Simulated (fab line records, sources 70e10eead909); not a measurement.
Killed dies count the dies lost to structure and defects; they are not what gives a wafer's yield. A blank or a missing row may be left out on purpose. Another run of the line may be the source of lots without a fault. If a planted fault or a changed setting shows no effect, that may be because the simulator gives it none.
fab line records    flow nand_harc
record lots=12  wafers=36  last_day=33
route steps=1302 shown A_CONTACT@1025
lots that met no fault: from a run of the same line without faults
start_h: hours from the record's opening day to when the first of the lot's shown wafers began    wait_h: hours since the lot's step before    " same as the row above    L1.1+2: one row covering several wafers at once    - no value present, or no start provided    * or withheld: withheld    < > ~ a bound
route shown NAME@n: a module of which the file shows steps, and the number in the route of the first    usual: mean and standard deviation over wafers with no fault    same: alike in all rows    chamber/n: place in a boat    sites: each site's reading    _std_site: standard deviation of those values    _edge_site: mean of outer sites minus mean of inner sites    radius_mm: how far each site lies from the wafer's centre    mask NAME#n: copy n    behind: the most recent tool/chamber to have shaped the wafer    hold: the reason the lot was held/the length of the hold in hours/how it ended    device: the transistor (n, p or np) that didn't switch    end of line: tests run on the same wafers once the route is complete    a step given without rows: its recipe and nothing more    killed: at the first sort, the dies lost to defects and structure; wafer yield is something else    map: dies across one wafer; x = killed, . = not, _ = none there
set.NAME: the setting the step ran with; set.NAME@STEP: the setting that earlier step ran with    model.NAME: the simulator's own value behind a step, which no gauge read
a sample of lots followed through the steps of the route, with each step as a table and each wafer as a row
services: the hour from which a tool's chamber was out of use, counted from the record's first day as start_h (under 0 if before that day), plus the number of hours and why
## steps
# step NHARC_A_CONTACT_STRIP_55
# recipe o2_flow_sccm=500  ar_flow_sccm=0  bias_w=0  chemistry=O2
# usual drypump_motor_current_A=5.80/0.3  oes_product_au=1.003/0.012  rf_vpp_V=57.4/0.89  showerhead_plenum_p_Torr=3.43/0.13  throttle_valve_pct=17.035/0.0094
lot.wafer  tool         chamber  start_h  wait_h  drypump_motor_current_A  oes_product_au  rf_hours_counter_h  rf_vpp_V  showerhead_plenum_p_Torr  throttle_valve_pct
L736.4     rie_diel-07  3        -        -       5.87                     0.993           7                   57.5      3.63                      17.037
L736.6     "            3        "        "       5.88                     0.994           -                   56.3      3.63                      17.046
L736.5     "            0        "        "       5.12                     1.011           -                   58.5      3.47                      17.036
L738.1     rie_diel-07  1        -        -       6.04                     0.991           11                  56.3      3.49                      17.026
L738.2     "            2        "        "       5.66                     1.010           13                  56.9      3.31                      17.037
L738.6     "            2        "        "       5.65                     0.998           -                   59.0      3.31                      17.039
L737.3     rie_diel-10  0        -        -       5.58                     1.028           14                  58.4      3.35                      17.047
L737.4     "            3        "        "       5.83                     1.030           16                  57.0      3.37                      17.030
L737.6     "            1        "        "       5.65                     1.011           -                   58.3      3.63                      17.036
L741.4     rie_diel-07  1        -        -       6.00                     0.988           19                  56.9      3.48                      17.044
L741.2     "            3        "        "       5.87                     1.007           20                  57.8      3.62                      17.042
L741.5     "            1        "        "       6.07                     1.002           -                   56.8      3.48                      17.005
L742.1     rie_diel-01  0        -        -       5.70                     0.996           49                  57.5      3.50                      17.025
L742.3     "            2        "        "       6.00                     0.997           53                  58.3      3.39                      17.036
L742.2     "            3        "        "       6.48                     1.001           47                  57.2      3.51                      17.021
L743.3     rie_diel-10  0        -        -       5.67                     1.013           23                  56.9      3.34                      17.068
L743.1     "            2        "        "       5.87                     1.009           25                  57.2      3.28                      17.048
L743.5     "            0        "        "       5.64                     1.013           -                   57.0      3.34                      17.029
L747.2     rie_diel-10  2        -        -       5.89                     1.006           28                  57.7      3.28                      17.048
L747.5     "            0        "        "       5.58                     1.022           -                   57.6      3.34                      17.027
L747.6     "            1        "        "       5.63                     1.020           -                   57.1      3.62                      17.034
L745.3     rie_diel-07  0        -        -       5.12                     1.000           32                  57.3      3.46                      17.037
L745.4     "            2        "        "       5.66                     0.989           42                  56.0      3.29                      17.027
L745.6     "            1        "        "       6.05                     0.988           -                   57.7      3.47                      17.045
L748.4     rie_diel-10  2        -        -       5.90                     0.979           2                   58.2      3.28                      17.026
L748.1     "            3        "        "       5.84                     0.996           1                   57.8      3.36                      17.041
L748.2     "            0        "        "       5.63                     0.984           1                   56.1      3.34                      17.037
L753.1     rie_diel-10  2        -        -       5.87                     0.991           9                   57.3      3.28                      17.047
L753.2     "            3        "        "       5.79                     1.007           10                  57.7      3.36                      17.033
L753.4     "            1        "        "       5.62                     1.003           8                   57.2      3.62                      17.019
L754.3     rie_diel-10  1        -        -       5.66                     0.988           13                  59.2      3.62                      17.038
L754.1     "            3        "        "       5.82                     0.974           15                  57.9      3.35                      17.032
L754.5     "            0        "        "       5.60                     0.987           -                   56.6      3.33                      17.037
L759.3     rie_diel-07  3        -        -       5.86                     1.016           18                  57.4      3.59                      17.035
L759.2     "            1        "        "       6.06                     1.006           22                  56.7      3.45                      17.043
L759.5     "            3        "        "       5.87                     1.002           -                   56.4      3.59                      17.026
# step NHARC_A_CONTACT_INSPECT_71
# usual raw_defect_count=82/41
lot.wafer  tool               chamber  start_h  wait_h  raw_defect_count
L736.4     defect_inspect-01  -        507.99   0.0     54
L736.5     "                  -        "        "       64
L736.6     "                  -        "        "       59
L738.1     defect_inspect-02  -        526.49   0.0     20
L738.2     "                  -        "        "       18
L738.6     "                  -        "        "       23
L737.3     defect_inspect-02  -        526.64   0.0     130
L737.4     "                  -        "        "       142
L737.6     "                  -        "        "       142
L741.2     defect_inspect-01  -        545.36   0.0     138
L741.4     "                  -        "        "       163
L741.5     "                  -        "        "       143
L742.1     defect_inspect-02  -        546.93   0.0     19
L742.2     "                  -        "        "       28
L742.3     "                  -        "        "       22
L743.1     defect_inspect-01  -        577.58   0.0     99
L743.3     "                  -        "        "       114
L743.5     "                  -        "        "       117
L747.2     defect_inspect-02  -        598.34   0.0     131
L747.5     "                  -        "        "       122
L747.6     "                  -        "        "       115
L745.3     defect_inspect-02  -        612.38   0.0     121
L745.4     "                  -        "        "       134
L745.6     "                  -        "        "       145
L748.1     defect_inspect-01  -        623.34   0.0     25
L748.2     "                  -        "        "       18
L748.4     "                  -        "        "       16
L753.1     defect_inspect-01  -        655.74   0.0     51
L753.2     "                  -        "        "       38
L753.4     "                  -        "        "       60
L754.1     defect_inspect-01  -        683.28   0.0     114
L754.3     "                  -        "        "       117
L754.5     "                  -        "        "       132
L759.2     defect_inspect-02  -        727.25   0.0     140
L759.3     "                  -        "        "       138
L759.5     "                  -        "        "       135
# step NHARC_A_CONTACT_ETCH_75
# recipe target_depth_a=390  over_etch_frac=0.3  time_s=65  ion_energy_ev=80  cf4_flow_sccm=150  ar_flow_sccm=0  rf_w=300  bias_w=100  chemistry=CF4
# usual drypump_motor_current_A=5.78/0.29  oes_product_au=0.999/0.012  rf_vpp_V=150.6/1.1  run_length_s=86.2/0.4  showerhead_plenum_p_Torr=1.72/0.061  throttle_valve_pct=13.283/0.0087
lot.wafer  tool         chamber  start_h  wait_h  drypump_motor_current_A  oes_product_au  rf_hours_counter_h  rf_vpp_V  run_length_s  showerhead_plenum_p_Torr  throttle_valve_pct
L736.4     rie_diel-10  2        508.15   0.1     5.89                     1.007           12                  149.4     86.8          1.65                      13.279
L736.6     "            0        "        "       5.57                     1.020           -                   150.9     86.3          1.68                      13.284
L736.5     "            1        "        "       5.59                     1.006           -                   152.3     85.5          1.82                      13.281
L738.2     rie_diel-07  3        526.64   0.1     5.85                     1.002           14                  152.6     86.0          1.82                      13.294
L738.1     "            0        "        "       5.13                     0.986           12                  151.6     86.0          1.74                      13.294
L738.6     "            3        "        "       5.87                     1.015           -                   152.3     86.2          1.82                      13.279
L737.4     rie_diel-07  1        526.97   0.2     5.96                     0.994           11                  150.3     86.0          1.75                      13.272
L737.3     "            3        "        "       5.85                     0.996           14                  151.7     86.2          1.82                      13.302
L737.6     "            1        "        "       6.03                     0.989           -                   150.6     85.8          1.75                      13.275
L741.4     rie_diel-10  0        545.51   0.1     5.58                     1.022           19                  150.0     86.9          1.68                      13.286
L741.2     "            2        "        "       5.88                     1.009           21                  150.3     86.8          1.65                      13.292
L741.5     "            1        "        "       5.65                     1.007           -                   151.4     85.7          1.82                      13.295
L742.3     rie_diel-10  2        547.08   0.1     5.89                     1.008           22                  149.7     86.7          1.65                      13.287
L742.2     "            3        "        "       5.82                     1.014           21                  149.4     86.0          1.69                      13.278
L742.1     "            1        "        "       5.62                     1.004           20                  152.3     85.5          1.82                      13.285
L743.3     rie_diel-10  0        577.73   0.1     5.60                     1.008           23                  149.4     86.4          1.67                      13.273
L743.1     "            2        "        "       5.87                     1.012           25                  150.2     87.0          1.65                      13.284
L743.5     "            1        "        "       5.59                     1.010           -                   151.7     86.1          1.82                      13.280
L747.2     rie_diel-01  2        598.49   0.1     6.01                     1.012           9                   151.1     86.1          1.70                      13.279
L747.5     "            1        "        "       6.49                     1.011           -                   151.4     86.6          1.71                      13.294
L747.6     "            2        "        "       6.01                     1.009           -                   149.9     86.2          1.70                      13.308
L745.3     rie_diel-07  2        612.53   0.1     5.64                     0.996           43                  150.3     86.2          1.65                      13.294
L745.4     "            3        "        "       5.85                     0.993           41                  150.5     86.7          1.81                      13.297
L745.6     "            2        "        "       5.62                     0.996           -                   149.9     86.0          1.65                      13.284
L748.2     rie_diel-07  3        623.49   0.1     5.86                     1.003           44                  152.2     86.2          1.81                      13.274
L748.1     "            0        "        "       5.13                     0.998           35                  151.0     86.3          1.73                      13.289
L748.4     "            1        "        "       6.02                     1.001           44                  152.0     86.2          1.74                      13.281
L753.2     rie_diel-01  2        655.94   0.1     5.97                     1.003           24                  151.3     86.1          1.69                      13.275
L753.4     "            3        "        "       6.48                     1.003           35                  151.4     85.9          1.75                      13.285
L753.1     "            0        "        "       5.66                     0.999           35                  151.5     85.9          1.75                      13.277
L754.3     rie_diel-10  1        683.43   0.1     5.61                     0.996           14                  153.2     71.4          1.81                      13.271
L754.1     "            2        "        "       5.88                     0.985           14                  149.2     72.5          1.64                      13.276
L754.5     "            2        "        "       5.91                     0.991           -                   149.5     72.2          1.64                      13.303
L759.2     rie_diel-01  3        727.39   0.1     6.46                     1.016           57                  150.4     85.9          1.74                      13.288
L759.3     "            0        "        "       5.63                     0.988           56                  150.4     86.9          1.74                      13.290
L759.5     "            3        "        "       6.46                     1.017           -                   151.6     86.7          1.74                      13.279
# step NHARC_A_CONTACT_ETCH_126
# recipe source_w=withheld  pressure_mtorr=20  bias_v=3000  time_s=197  target_depth_a=19180  ar_flow_sccm=withheld  c4f8_flow_sccm=withheld  o2_flow_sccm=withheld  chemistry=C4F8/O2/Ar
# usual run_length_s=197/0
lot.wafer  tool             chamber  start_h  wait_h  rf_hours_counter_h  run_length_s
L736.4     har_cap_etch-03  0        510.05   0.1     -                   197
L736.5     "                0        "        "       -                   197
L736.6     "                1        "        "       -                   197
L738.1     har_cap_etch-01  0        528.65   0.1     4                   197
L738.2     "                1        "        "       4                   197
L738.6     "                0        "        "       -                   197
L737.3     har_cap_etch-03  1        529.36   0.1     -                   197
L737.4     "                0        "        "       -                   197
L737.6     "                1        "        "       -                   197
L741.2     har_cap_etch-03  1        547.38   0.1     50                  197
L741.4     "                1        "        "       -                   197
L741.5     "                1        "        "       -                   197
L742.2     har_cap_etch-01  0        548.92   0.2     10                  197
L742.1     "                1        "        "       10                  197
L742.3     "                1        "        "       -                   197
L743.1     har_cap_etch-02  1        579.59   0.1     100                 197
L743.3     "                0        "        "       -                   197
L743.5     "                1        "        "       -                   197
L747.2     har_cap_etch-01  0        600.35   0.1     16                  197
L747.6     "                1        "        "       -                   197
L747.5     "                0        "        "       -                   197
L745.3     har_cap_etch-01  0        614.48   0.1     -                   197
L745.4     "                1        "        "       -                   197
L745.6     "                1        "        "       -                   197
L748.2     har_cap_etch-01  1        625.32   0.1     21                  197
L748.1     "                0        "        "       21                  197
L748.4     "                0        "        "       -                   197
L753.1     har_cap_etch-01  0        657.78   0.1     26                  197
L753.2     "                1        "        "       26                  197
L753.4     "                0        "        "       -                   197
L754.1     har_cap_etch-03  0        685.30   0.1     73                  197
L754.3     "                1        "        "       -                   197
L754.5     "                0        "        "       -                   197
L759.2     har_cap_etch-02  1        729.26   0.1     128                 197
L759.3     "                1        "        "       -                   197
L759.5     "                0        "        "       -                   197
## services
tool             chamber  start_h  hours  kind
har_cap_etch-01  -        497.00   17.0   pm
rie_diel-10      0        502.46   -      clean
rie_diel-10      1        502.46   -      clean
rie_diel-10      2        502.46   -      clean
rie_diel-10      3        502.46   -      clean
har_cap_etch-02  -        522.58   0.5    repair
rie_diel-10      0        526.96   -      clean
rie_diel-10      1        526.96   -      clean
rie_diel-10      2        526.96   -      clean
rie_diel-10      3        526.96   -      clean
rie_diel-10      -        542.03   2.6    repair
rie_diel-10      0        551.54   -      clean
rie_diel-10      1        551.54   -      clean
rie_diel-10      2        551.54   -      clean
rie_diel-10      3        551.54   -      clean
rie_diel-01      -        562.26   9.0    pm
rie_diel-10      0        576.04   -      clean
rie_diel-10      -        596.96   9.0    pm
rie_diel-01      2        619.29   19.1   repair
rie_diel-07      -        649.89   9.0    pm
har_cap_etch-02  -        663.10   0.2    repair
rie_diel-01      -        693.68   0.3    repair
rie_diel-10      3        702.51   7.9    repair
rie_diel-10      0        709.55   4.3    repair
## key
first_sign step=NHARC_A_CONTACT_ETCH_75  reading=run_length_s  direction=down  sigmas=35  usual=*  struck=*
effect none on later readings
met_at NHARC_A_CONTACT_ETCH_75
struck_lots L754
tester_left_out L754
not_acting_at NHARC_A_CONTACT_STRIP_55,NHARC_A_CONTACT_INSPECT_71,NHARC_A_CONTACT_ETCH_126
onset_between 577.73 683.43
earlier_fault kind=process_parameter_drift  tool=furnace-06  chamber=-  onset_h=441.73  steps=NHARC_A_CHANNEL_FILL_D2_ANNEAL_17  channel=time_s  offset=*  shape=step  acts_in=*  stated=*
fault kind=process_parameter_drift  tool=rie_diel-10  chamber=-  onset_h=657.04  steps=NHARC_A_CONTACT_ETCH_75  channel=time_s  offset=*  shape=step  acts_in=*  stated=*
# tester_left_out: of these lots the tester's yield and bins aren't shown, on N5 and GAA mostly nor the transistor test; their killed dies are dies lost to structure and defects alone, not to doping, threshold or leakage, so they don't give the yield
